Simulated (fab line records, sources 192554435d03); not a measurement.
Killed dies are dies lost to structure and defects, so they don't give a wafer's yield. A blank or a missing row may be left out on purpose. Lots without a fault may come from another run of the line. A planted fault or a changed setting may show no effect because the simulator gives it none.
A struck lot beside a sound one | flow n5_finfet | 36 steps out of a route of 1938
Sound: wafers L429.1, L429.2, L429.6. Struck: wafers L440.2, L440.3, L440.6. The cause comes at the end.
At each step with rows: each side's tool, then ch and its chambers, then its first start. Under that, the readings that differ: sound wafers | struck wafers | difference of the means | sigmas: that difference in standard deviations of wafers without a fault.
alike: readings whose means differ by less than 2 such deviations, and words and numbers that are the same on both sides. not compared: withheld readings, readings that some wafer has no value for, bounds like >300 that may hide the same value, and numbers for which the record gives no deviation and whose values overlap.
The two part at a step that has a row with sigmas, a row that says differs or no value, or rows on one side only. Numbers that don't overlap but have no deviation are shown without sigmas and don't part them. A reading that every wafer of one side lacks parts them only if that side has two wafers or more.

first, 9 steps without rows for these wafers: N5_WELL_APT_HMDS_18 (time 60 s); N5_WELL_APT_COAT_19 (resist thk 950 nm); N5_WELL_APT_EBR_21; N5_WELL_APT_SOFTBAKE_20 (time 60 s); N5_WELL_APT_EXPOSE_22 (exposes mask PWELL, defocus 0 nm, target cd 200 nm); N5_WELL_APT_PEB_23 (peb time 90 s); N5_WELL_APT_DEVELOP_24 (develop time 45 s); N5_WELL_APT_HARDBAKE_29 (time 120 s); N5_WELL_APT_DESCUM_30 (chemistry O2, time 7.9 s).
N5_WELL_APT_IMPLANT_31:
  sound on implanter-02 ch 0, day 4 03:08; struck on implanter-02 ch 0, day 6 21:02
  reading                   | sound                | struck               | difference | sigmas
  beam_energy_keV           | 59.978 59.994 60.025 | 48.606 48.584 48.620 | -11.396    | -99 or more
  model.implant.rp_nm (nm)  | 183.3 183.3 183.3    | 153.2 153.2 153.2    | -30.1      |
  model.implant.drp_nm (nm) | 64.53 64.53 64.53    | 57.47 57.47 57.47    | -7.06      |
then, 25 steps without rows for these wafers: N5_WELL_APT_IMPLANT_32; N5_WELL_APT_STRIP_33 (strips in SPM, time 900 s); N5_WELL_APT_RTA_34 (time 10 s); N5_WELL_APT_OXIDE_STRIP_42 (strips SiO2 in dHF, time 45 s, target depth 12 nm); N5_WELL_APT_PRECLEAN_36 (cleans in O3/DIW, time 45 s); N5_WELL_APT_PRECLEAN_39 (cleans in dHF, time 60 s); N5_WELL_APT_SRD_37 (time 30 s); N5_WELL_APT_EPI_41 (deposits Si from SiH4/H2, target thk 50 nm, time 297.7 s); N5_PMOS_HMC_CHANNEL_EPI_HM_DEP_34 (deposits SiO2 from TEOS/O2, target thk 36 nm, time 6.9 s); N5_PMOS_HMC_CHANNEL_EPI_COAT_31 (time 60 s, resist thk 66 nm); N5_PMOS_HMC_CHANNEL_EPI_COAT_03 (resist thk 205 nm); N5_PMOS_HMC_CHANNEL_EPI_EBR_05; N5_PMOS_HMC_CHANNEL_EPI_SOFTBAKE_04 (time 60 s); N5_PMOS_HMC_CHANNEL_EPI_EXPOSE_06 (exposes mask PMOS HMC BLK, target cd 240 nm); N5_PMOS_HMC_CHANNEL_EPI_PEB_07 (peb time 60 s); N5_PMOS_HMC_CHANNEL_EPI_DEVELOP_08 (develop time 30 s); N5_PMOS_HMC_CHANNEL_EPI_DESCUM_14 (chemistry O2, time 7.9 s); N5_PMOS_HMC_CHANNEL_EPI_ETCH_32 (etches BARC in N2/H2, stops on SiO2, target depth 85.8 nm, time 50.3 s); N5_PMOS_HMC_CHANNEL_EPI_HM_OPEN_15 (chemistry CHF3/O2, target SiO2, target depth 40.6 nm, time 20.3 s); N5_PMOS_HMC_CHANNEL_EPI_STRIP_33 (strips in N2/H2); N5_PMOS_HMC_CHANNEL_EPI_STRIP_17 (strips in SPM, time 750 s); N5_PMOS_HMC_CHANNEL_EPI_ETCH_38 (etches SiO2 in CF4, target depth 1.5 nm); N5_PMOS_HMC_CHANNEL_EPI_FIN_RECESS_16 (chemistry HBr/Cl2, target Si, target depth 54 nm, time 18 s); N5_PMOS_HMC_CHANNEL_EPI_PRECLEAN_36 (cleans in O3/DIW, time 45 s); N5_PMOS_HMC_CHANNEL_EPI_PRECLEAN_18 (cleans in DHF, time 30 s).
-- the record jumps here: 6 days lie between the struck wafers' starts before and after (it left off in module PMOS_HMC_CHANNEL_EPI and takes up again in module BEOL_M4, whose first step shown is number 1111 of the route) --
N5_BEOL_M4_RC_MEAS_101:
  sound on prober-01 ch 0, day 10 11:28; struck on prober-02 ch 0, day 13 02:19
  reading           | sound          | struck         | difference | sigmas
  RS_PWELL (ohm/sq) | 2992 2992 2972 | 3262 3247 3267 | +273       | +11
  VT_P (mV)         | -254 -251 -256 | -248 -247 -244 | +7         | +2
  alike: DIBL_N, DIBL_P, IOFF_N, IOFF_P, ION_N, ION_P, SS_N, SS_P, VT_N

WHERE THEY PART
First at N5_WELL_APT_IMPLANT_31; last, within this record, at N5_BEOL_M4_RC_MEAS_101.

WHY: what the simulator had put in
Process parameter drift: implanter-02, from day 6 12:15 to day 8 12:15, at N5_WELL_APT_IMPLANT_31. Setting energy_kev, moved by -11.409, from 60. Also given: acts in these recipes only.
